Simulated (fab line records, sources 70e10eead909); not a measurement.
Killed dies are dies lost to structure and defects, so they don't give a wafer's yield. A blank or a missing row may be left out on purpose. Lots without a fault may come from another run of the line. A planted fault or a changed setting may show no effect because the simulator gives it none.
fab line records | flow nand_harc
record lots=7 wafers=21 last_day=24
route steps=1159 shown THIN_TSV@1119 END@1159
lots that met no fault: from a run of the same line without faults
start_h: hours from the record's first day to the start of the lot's first wafer shown | wait_h: hours since the lot's step before | " the same as in the row above | L1.1+2: a row that stands for several wafers | - no value, or no start given | * or withheld: withheld | < > ~ a bound
route shown NAME@n: a module of which the file shows steps, and the number in the route of the first | usual: mean/standard deviation of fault-free wafers | same: alike in all rows | chamber/n: place in a boat | sites: the reading at each site | _std_site: their standard deviation | _edge_site: outer sites' mean less inner sites' | radius_mm: how far each site lies from the wafer's centre | mask NAME#n: copy n | behind: the tool/chamber that last shaped the wafer | hold: why the lot was held/for how many hours/how that ended | device: the transistor (n, p or np) that didn't switch | end of line: the same wafers' tests at the end of the route | a step without rows: its recipe alone | killed: dies lost to structure and defects at the first sort, not the wafer's yield | map: a wafer's dies, x killed, . not, _ none there
set.NAME: the setting as run; set.NAME@STEP: as run at that earlier step | model.NAME: the simulator's own value behind a step, which no gauge read
lots at some steps of the route; a table a step, a row a wafer
services: from which hour (start_h, from the record's first day; less than 0 if before it) a tool's chamber was out of use, for how many hours, and why
## steps
# step NHARC_THIN_TSV_ETCH_44
# recipe target_depth_a=15942 time_s=797.1 cf4_flow_sccm=150 o2_flow_sccm=10 ar_flow_sccm=0 rf_w=300 bias_w=800 chemistry=CF4/O2
# usual drypump_motor_current_A=5.9/0.43 oes_product_au=1.002/0.012 rf_vpp_V=794/4 showerhead_plenum_p_Torr=1.83/0.064 throttle_valve_pct=16.914/0.0087
# columns lot.wafer tool chamber start_h wait_h drypump_motor_current_A oes_product_au rf_hours_counter_h rf_vpp_V showerhead_plenum_p_Torr throttle_valve_pct
L930.3 rie_diel-04 0 430.50 0.1 6.0 1.011 9 795 1.84 16.908
L930.4 " 1 " " 6.0 1.000 10 793 1.81 16.913
L930.5 " 0 " " 6.0 1.015 - 796 1.84 16.896
L932.4 rie_diel-04 1 432.97 0.1 6.0 0.985 11 794 1.81 16.891
L932.1 " 0 " " 6.0 1.011 10 795 1.84 16.908
L932.5 " 2 " " 6.4 1.013 - 791 1.81 16.920
L931.2 rie_diel-07 0 456.15 0.1 6.0 1.002 4 801 1.91 16.912
L931.1 " 3 " " 5.7 1.007 4 797 1.86 16.908
L931.5 " 1 " " 5.6 0.990 - 789 1.73 16.921
L936.4 rie_diel-07 3 481.78 0.2 5.7 1.017 6 795 1.86 16.910
L936.3 " 0 " " 6.0 1.001 7 799 1.91 16.908
L936.6 " 2 " " 6.5 0.981 - 790 1.79 16.913
L937.2 rie_diel-05 2 489.57 0.1 6.1 1.011 10 800 1.92 16.898
L937.4 " 3 " " 5.0 0.994 10 789 1.74 16.914
L937.3 " 0 " " 6.4 1.002 9 797 1.88 16.912
L939.2 rie_diel-05 1 527.25 0.2 5.6 1.016 0 797 1.88 16.919
L939.4 " 0 " " 6.4 1.010 - 797 1.88 16.904
L939.6 " 1 " " 5.6 1.014 - 797 1.88 16.913
L946.2 rie_diel-04 2 554.42 0.1 6.3 1.008 4 795 1.80 16.913
L946.6 " 0 " " 6.1 0.998 - 795 1.84 16.918
L946.5 " 1 " " 6.0 0.989 - 792 1.80 16.917
# step NHARC_THIN_TSV_ETCH_15
# recipe target_depth_a=30000 bosch_target_overetch_cycles=2 bosch_etch_step_s=2.8 bosch_dep_step_s=1.2 bosch_cycles=14
# step NHARC_THIN_TSV_CD_MEAS_16
# usual cd_nm=1001.5/2.6
# columns lot.wafer tool chamber start_h wait_h cd_nm
L930.3 cd_sem-02 - 431.16 0.1 1001.9
L930.4 " - " " 1002.6
L930.5 " - " " 1005.9
L932.1 cd_sem-03 - 433.72 0.1 1003.5
L932.4 " - " " 1001.7
L932.5 " - " " 1002.3
L931.1 cd_sem-02 - 456.87 0.1 1002.5
L931.2 " - " " 1005.7
L931.5 " - " " 1002.1
L936.3 cd_sem-01 - 482.40 0.1 1000.9
L936.4 " - " " 998.6
L936.6 " - " " 999.8
L937.2 cd_sem-01 - 490.23 0.1 1001.9
L937.3 " - " " 1000.2
L937.4 " - " " 1000.5
L939.2 cd_sem-01 - 527.93 0.1 1000.0
L939.4 " - " " 1000.9
L939.6 " - " " 1002.6
L946.2 cd_sem-03 - 555.26 0.1 1002.5
L946.5 " - " " 1001.7
L946.6 " - " " 1002.3
# step NHARC_THIN_TSV_STRIP_45
# recipe power_w=1500 temp_c=250 chemistry=O2
# usual drypump_motor_current_A=5.8/0.45 heater_power_w=358/17
# columns lot.wafer tool chamber start_h wait_h drypump_motor_current_A heater_power_w rf_hours_counter_h
L930.4 plasma_asher-01 0 431.32 0.2 5.2 324 -
L930.3 " 1 " " 6.2 355 -
L930.5 " 0 " " 5.2 319 -
L932.1 plasma_asher-01 1 433.84 0.1 6.1 355 52
L932.4 " 0 " " 5.2 336 -
L932.5 " 1 " " 6.1 351 -
L931.1 plasma_asher-02 1 456.95 0.1 6.3 368 34
L931.2 " 0 " " 5.6 371 34
L931.5 " 1 " " 6.3 365 -
L936.3 plasma_asher-02 1 482.56 0.2 6.4 367 -
L936.4 " 0 " " 5.6 370 -
L936.6 " 1 " " 6.4 379 -
L937.2 plasma_asher-01 0 490.30 0.1 5.2 335 7
L937.4 " 0 " " 5.2 324 -
L937.3 " 1 " " 6.1 384 -
L939.2 plasma_asher-01 0 528.14 0.2 5.2 332 18
L939.4 " 1 " " 6.2 380 -
L939.6 " 1 " " 6.1 367 -
L946.2 plasma_asher-02 1 555.33 0.1 6.3 358 3
L946.5 " 1 " " 6.3 362 -
L946.6 " 0 " " 5.6 367 -
# step NHARC_THIN_TSV_STRIP_46
# recipe time_s=1200 temp_c=72.5 chemistry=post_etch_residue_remover
# step NHARC_THIN_TSV_DEP_47
# recipe target_thk_a=2000 temp_c=withheld pressure_torr=6.5 rf_w=900 teos_flow_sccm=161.4 flow_sccm=2650 target_thk_nm=200 gas=O2 material=SiO2
# step NHARC_THIN_TSV_ETCHBACK_48
# recipe target_depth_a=10285 over_etch_frac=0.3 time_s=405.17 ion_energy_ev=250 c4f8_flow_sccm=withheld ar_flow_sccm=withheld rf_w=600 bias_w=300 chemistry=C4F8/Ar
# step NHARC_THIN_TSV_STRIP_62
# recipe power_w=1500 temp_c=250 time_s=20 chemistry=N2/H2
# usual drypump_motor_current_A=5.8/0.45 heater_power_w=360/18
# columns lot.wafer tool chamber start_h wait_h drypump_motor_current_A heater_power_w rf_hours_counter_h
L930.4 plasma_asher-02 0 432.86 - 5.6 365 -
L930.3 " 1 " " 6.3 371 -
L930.5 " 0 " " 5.6 372 -
L932.1 plasma_asher-01 1 435.36 - 6.1 348 52
L932.4 " 1 " " 6.2 359 -
L932.5 " 1 " " 6.2 355 -
L931.2 plasma_asher-02 1 458.80 - 6.3 364 35
L931.1 " 0 " " 5.6 375 35
L931.5 " 1 " " 6.3 372 -
L936.4 plasma_asher-01 1 484.29 - 6.1 377 -
L936.3 " 0 " " 5.2 332 -
L936.6 " 0 " " 5.2 332 -
L937.2 plasma_asher-01 1 492.13 - 6.2 371 7
L937.3 " 0 " " 5.2 335 -
L937.4 " 1 " " 6.2 375 -
L939.2 plasma_asher-01 1 529.75 - 6.2 368 19
L939.4 " 0 " " 5.2 332 -
L939.6 " 0 " " 5.2 329 -
L946.2 plasma_asher-01 0 556.93 - 5.2 334 33
L946.5 " 1 " " 6.2 372 -
L946.6 " 0 " " 5.2 337 -
# step NHARC_THIN_TSV_DEGAS_49
# recipe temp_c=300 time_s=120
# step NHARC_THIN_TSV_PRE_CLEAN_50
# recipe time_s=30 temp_c=280 gas=H2/He
# step NHARC_THIN_TSV_PVD_19
# recipe target_thk_a=200 chamber_pressure_pa=5 material=TaN
# usual throttle_valve_pct=29.7/0.84
# columns lot.wafer tool chamber start_h wait_h throttle_valve_pct
L930.4 pvd_sputter-02 - - - 31.5
L930.3 " - " " 28.5
L930.5 " - " " 31.3
L932.4 pvd_sputter-02 - - - 29.5
L932.1 " - " " 28.6
L932.5 " - " " 29.4
L931.1 pvd_sputter-01 - - - 28.4
L931.2 " - " " 29.8
L931.5 " - " " 29.1
L936.4 pvd_sputter-03 - - - 29.7
L936.3 " - " " 29.2
L936.6 " - " " 30.8
L937.2 pvd_sputter-03 - - - 31.1
L937.4 " - " " 29.6
L937.3 " - " " 29.9
L939.4 pvd_sputter-01 - - - 30.2
L939.2 " - " " 28.3
L939.6 " - " " 30.1
L946.2 pvd_sputter-01 - - - 29.7
L946.5 " - " " 29.6
L946.6 " - " " 30.1
# step NHARC_THIN_TSV_PVD_51
# recipe target_thk_a=1000 chamber_pressure_pa=5 material=Cu
# usual throttle_valve_pct=29.6/0.84
# columns lot.wafer tool chamber start_h wait_h throttle_valve_pct
L930.3 pvd_sputter-02 - - - 29.3
L930.4 " - " " 29.5
L930.5 " - " " 29.3
L932.4 pvd_sputter-02 - - - 31.2
L932.1 " - " " 29.1
L932.5 " - " " 31.3
L931.1 pvd_sputter-01 - - - 29.4
L931.2 " - " " 29.7
L931.5 " - " " 29.5
L936.4 pvd_sputter-03 - - - 29.5
L936.3 " - " " 29.1
L936.6 " - " " 29.7
L937.3 pvd_sputter-03 - - - 30.9
L937.2 " - " " 29.5
L937.4 " - " " 29.2
L939.2 pvd_sputter-01 - - - 28.1
L939.4 " - " " 29.6
L939.6 " - " " 28.8
L946.2 pvd_sputter-01 - - - 29.7
L946.6 " - " " 28.3
L946.5 " - " " 29.7
# step NHARC_THIN_TSV_ECD_20
# recipe target_thk_a=20000 material=Cu
# columns lot.wafer tool chamber start_h wait_h
L930.3+4+5 ecd_cu-01 0,1,1 433.66 -
L932.1+4+5 ecd_cu-02 1,1,0 436.09 -
L931.2+1+5 ecd_cu-01 0,1,1 459.43 -
L936.4+3+6 ecd_cu-02 0,1,1 485.08 -
L937.2+4+3 ecd_cu-02 0,0,1 492.74 -
L937.2+4+3 ecd_cu-02 0,0,1 494.27 1.4
L939.2+4+6 ecd_cu-01 0 530.35 -
L939.2+4+6 ecd_cu-01 0 531.20 0.7
L946.2+5+6 ecd_cu-02 1,1,0 557.53 -
L946.2+5+6 ecd_cu-02 1,1,0 558.52 0.9
# step NHARC_THIN_TSV_ANNEAL_52
# recipe temp_c=225 time_s=90
# step NHARC_END_SORT_01
# recipe temp_c=25
# usual defect_limited_yield=95.1/1.6 killed_at_array=29/10 killed_at_other=0.7/1.1 killed_at_periphery=3.3/2.4 killed_dies=33/11 killed_open=3.3/2 killed_short=1.9/1.3 sort_bin_2_pct=1.5/0.67 sort_bin_3_pct=0.27/0.24 sort_bin_4_pct=3.1/1.1 sort_n_pass=644/11 sort_rim_yield_pct=97.1/2.1 sort_yield_pct=95.1/1.6
# same gross_dies=677 sort_bin_5_pct[%]=0 sort_bin_6_pct[%]=0 sort_bin_7_pct[%]=0 sort_bin_8_pct[%]=0 sort_rim_n_gross=106.00
# columns lot.wafer tool chamber start_h wait_h defect_limited_yield[%] killed_at_array killed_at_other killed_at_periphery killed_dies killed_open killed_short sort_bin_2_pct[%] sort_bin_3_pct[%] sort_bin_4_pct[%] sort_n_pass sort_rim_yield_pct[%] sort_yield_pct[%]
L930.3 prober-01 0 447.11 3.1 96.9 19 0 2 21 2 1 0.9 0.15 2.1 656 95.3 96.9
L930.4 prober-01 0 447.91 3.4 96.3 23 0 2 25 2 1 0.4 0.44 2.8 652 100.0 96.3
L930.5 prober-01 0 448.70 3.7 97.3 15 0 3 18 2 0 0.9 0.15 1.6 659 99.1 97.3
L932.1 prober-01 0 453.31 2.5 97.6 16 0 0 16 1 0 0.7 0.15 1.5 661 100.0 97.6
L932.4 prober-01 0 455.74 3.4 96.3 25 0 0 25 3 1 0.3 0 3.4 652 100.0 96.3
L932.5 prober-01 0 456.55 3.7 97.3 17 0 1 18 2 2 0.6 0.30 1.8 659 97.2 97.3
L931.1 prober-02 0 471.97 2.5 97.8 10 1 4 15 1 3 0.6 0 1.6 662 99.1 97.8
L931.2 prober-02 0 472.78 2.8 99.0 6 1 0 7 1 1 0.3 0 0.7 670 97.2 99.0
L931.5 prober-02 0 475.22 3.8 97.5 13 1 3 17 3 1 0.7 0 1.8 660 98.1 97.5
L936.3 prober-02 0 499.71 3.1 97.6 15 0 1 16 1 3 1.2 0.15 1.0 661 97.2 97.6
L936.4 prober-02 0 500.53 3.4 97.9 13 0 1 14 2 1 0.4 0.15 1.5 663 98.1 97.9
L936.6 prober-02 0 502.16 4.1 97.5 14 0 3 17 1 2 0.4 0 2.1 660 99.1 97.5
L937.2 prober-01 0 506.69 2.8 93.5 40 1 3 44 8 2 1.9 0.15 4.4 633 98.1 93.5
L937.3 prober-01 0 507.50 3.1 95.0 33 0 1 34 5 0 2.5 0 2.5 643 97.2 95.0
L937.4 prober-01 0 508.30 3.4 95.0 31 0 3 34 4 4 1.8 0.44 2.8 643 100.0 95.0
L939.2 prober-01 0 541.50 2.8 93.8 31 4 7 42 2 4 1.9 0.89 3.4 635 94.3 93.8
L939.4 prober-01 0 543.08 3.4 92.3 44 2 6 52 4 5 2.2 0.59 4.9 625 95.3 92.3
L939.6 prober-01 0 544.67 4.0 92.5 35 4 12 51 3 1 3.0 0.30 4.3 626 94.3 92.5
# killed by level:class
L930.3 A_SLIT:chamber_film_flake=9 A_CHANNEL_HOLE_D1:chamber_film_flake=3 A_CHANNEL_FILL_D1:chamber_film_flake=2 A_CONTACT:chamber_film_flake=2 P_M1:geometric_particle:open=1 A_M0:geometric_particle:open=1 A_M1:geometric_particle:short=1 P_GATE:chamber_film_flake=1
L930.4 A_SLIT:chamber_film_flake=14 A_CHANNEL_HOLE_D1:chamber_film_flake=3 A_BLC:geometric_particle:open=2 A_CHANNEL_FILL_D1:chamber_film_flake=2 A_ONON_D1:geometric_particle:short=1 P_GATE:chamber_film_flake=1 P_M2:chamber_film_flake=1 A_STAIRCASE:chamber_film_flake=1
L930.5 A_SLIT:chamber_film_flake=8 A_CONTACT:chamber_film_flake=3 P_M0:geometric_particle:open=1 A_CHANNEL_FILL_D1:geometric_particle:open=1 P_STI:chamber_film_flake=1 P_GATE:chamber_film_flake=1 A_CHANNEL_HOLE_D1:chamber_film_flake=1 A_CHANNEL_FILL_D1:chamber_film_flake=1
L932.1 A_CHANNEL_HOLE_D1:chamber_film_flake=10 A_SLIT:chamber_film_flake=2 A_STAIRCASE:chamber_film_flake=2 A_M0:geometric_particle:open=1 A_ZERO_WELL:chamber_film_flake=1
L932.4 A_CHANNEL_HOLE_D1:chamber_film_flake=14 A_STAIRCASE:chamber_film_flake=3 A_WL_FILL:chamber_film_flake=2 A_ONON_D1:geometric_particle:open=1 A_CONTACT:geometric_particle:open=1 A_CONTACT:geometric_particle:short=1 A_M0:geometric_particle:open=1 A_CONTACT:chamber_film_flake=1
L932.5 A_CHANNEL_HOLE_D1:chamber_film_flake=10 A_STAIRCASE:chamber_film_flake=4 P_GATE:geometric_particle:short=1 A_CHANNEL_FILL_D1:geometric_particle:open=1 A_CONTACT:geometric_particle:short=1 A_M0:geometric_particle:open=1
L931.1 A_STAIRCASE:chamber_film_flake=3 P_CONTACT:geometric_particle:short=2 A_CONTACT:chamber_film_flake=2 P_CONTACT:geometric_particle:open=1 A_ONON_D1:geometric_particle:short=1 A_BLC:chamber_film_flake=1 P_M1:chamber_film_flake=1 A_ZERO_WELL:chamber_film_flake=1
L931.2 A_CONTACT:chamber_film_flake=2 A_CONTACT:geometric_particle:open=1 A_M1:geometric_particle:short=1 A_CHANNEL_HOLE_D1:chamber_film_flake=1 A_CHANNEL_FILL_D1:chamber_film_flake=1 THIN_TSV:chamber_film_flake=1
L931.5 A_CHANNEL_HOLE_D1:chamber_film_flake=3 A_STAIRCASE:chamber_film_flake=3 P_GATE:chamber_film_flake=2 A_CONTACT:chamber_film_flake=2 A_BLC:chamber_film_flake=2 P_CONTACT:geometric_particle:open=1 A_ONON_D1:geometric_particle:open=1 A_CONTACT:geometric_particle:open=1
L936.3 A_CONTACT:chamber_film_flake=5 A_STAIRCASE:chamber_film_flake=4 A_CHANNEL_HOLE_D1:chamber_film_flake=2 P_M0:geometric_particle:open=1 A_ONON_D1:geometric_particle:short=1 A_CHANNEL_FILL_D1:geometric_particle:short=1 A_WL_FILL:geometric_particle:short=1 A_WL_FILL:chamber_film_flake=1
L936.4 A_CONTACT:chamber_film_flake=4 A_CHANNEL_HOLE_D1:chamber_film_flake=2 A_STAIRCASE:chamber_film_flake=2 A_WL_FILL:chamber_film_flake=2 A_CHANNEL_HOLE_D1:geometric_particle:short=1 A_CONTACT:geometric_particle:open=1 A_M0:geometric_particle:open=1 P_STI:chamber_film_flake=1
L936.6 A_WL_FILL:chamber_film_flake=6 A_CHANNEL_HOLE_D1:chamber_film_flake=4 A_CONTACT:chamber_film_flake=2 P_GATE:geometric_particle:short=1 P_CONTACT:geometric_particle:open=1 A_M0:geometric_particle:short=1 P_ZERO_WELL:chamber_film_flake=1 A_STAIRCASE:chamber_film_flake=1
L937.2 A_CHANNEL_HOLE_D1:chamber_film_flake=21 A_CONTACT:chamber_film_flake=6 A_CONTACT:geometric_particle:open=4 A_STAIRCASE:chamber_film_flake=4 P_ZERO_WELL:chamber_film_flake=2 P_CONTACT:geometric_particle:open=1 A_ONON_D1:geometric_particle:open=1 A_CHANNEL_HOLE_D1:geometric_particle:open=1
L937.3 A_CHANNEL_HOLE_D1:chamber_film_flake=18 A_STAIRCASE:chamber_film_flake=5 A_CONTACT:chamber_film_flake=5 A_CHANNEL_FILL_D1:geometric_particle:open=2 A_CONTACT:geometric_particle:open=2 A_ONON_D1:geometric_particle:open=1 P_STI:chamber_film_flake=1
L937.4 A_CHANNEL_HOLE_D1:chamber_film_flake=18 A_STAIRCASE:chamber_film_flake=4 A_M0:geometric_particle:open=2 P_M0:geometric_particle:short=1 A_ONON_D1:geometric_particle:open=1 A_ONON_D1:geometric_particle:short=1 A_CHANNEL_HOLE_D1:geometric_particle:short=1 A_CHANNEL_FILL_D1:geometric_particle:short=1
L939.2 A_SLIT:chamber_film_flake=15 A_CHANNEL_HOLE_D1:chamber_film_flake=5 A_STAIRCASE:chamber_film_flake=4 A_CONTACT:chamber_film_flake=4 P_CONTACT:chamber_film_flake=3 THIN_TSV:chamber_film_flake=3 P_CONTACT:geometric_particle:short=1 P_M1:geometric_particle:open=1
L939.4 A_SLIT:chamber_film_flake=15 A_STAIRCASE:chamber_film_flake=8 A_CONTACT:chamber_film_flake=8 A_CHANNEL_HOLE_D1:chamber_film_flake=5 P_CONTACT:chamber_film_flake=4 A_WL_FILL:geometric_particle:short=2 THIN_TSV:chamber_film_flake=2 P_CONTACT:geometric_particle:short=1
L939.6 A_SLIT:chamber_film_flake=15 P_CONTACT:chamber_film_flake=9 A_CONTACT:chamber_film_flake=7 A_CHANNEL_HOLE_D1:chamber_film_flake=5 A_STAIRCASE:chamber_film_flake=4 THIN_TSV:chamber_film_flake=4 P_STI:chamber_film_flake=3 A_ONON_D1:geometric_particle:open=1
## services
# columns tool chamber start_h hours kind
pvd_sputter-01 - 413.99 26.0 repair
rie_diel-05 0 432.69 10.8 repair
plasma_asher-01 - 443.82 12.4 repair
pvd_sputter-02 - 445.98 0.9 repair
ecd_cu-01 - 448.00 8.0 pm
ecd_cu-02 - 448.54 0.3 repair
rie_diel-05 - 454.47 0.1 repair
plasma_asher-01 - 456.30 9.0 pm
plasma_asher-01 0 456.30 9.0 vent_cycle
plasma_asher-01 1 456.30 9.0 vent_cycle
pvd_sputter-03 - 458.00 10.0 pm
plasma_asher-01 0 465.30 - clean
plasma_asher-01 1 465.30 - clean
rie_diel-04 - 466.14 9.0 pm
rie_diel-05 2 492.16 47.6 repair
rie_diel-05 - 493.21 0.9 repair
rie_diel-04 2 512.21 2.2 repair
pvd_sputter-01 - 514.06 10.0 pm
rie_diel-05 - 517.60 9.0 pm
rie_diel-07 - 520.18 6.1 repair
ecd_cu-02 - 532.27 8.0 pm
plasma_asher-02 - 537.03 9.0 pm
rie_diel-04 3 551.49 10.7 repair
rie_diel-04 2 554.88 5.3 repair
## key
first_sign step=NHARC_THIN_TSV_ECD_20 reading=visit direction=added
effect none on later readings
met_at NHARC_THIN_TSV_ECD_20
struck_wafers L937.2,L937.3,L937.4,L939.2,L939.4,L939.6,L946.2,L946.5,L946.6
fault kind=repeated_step_whole tool=ecd_cu-01,ecd_cu-02 chamber=- onset_h=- steps=NHARC_THIN_TSV_ECD_20 times=1 scope=struck_lots_only
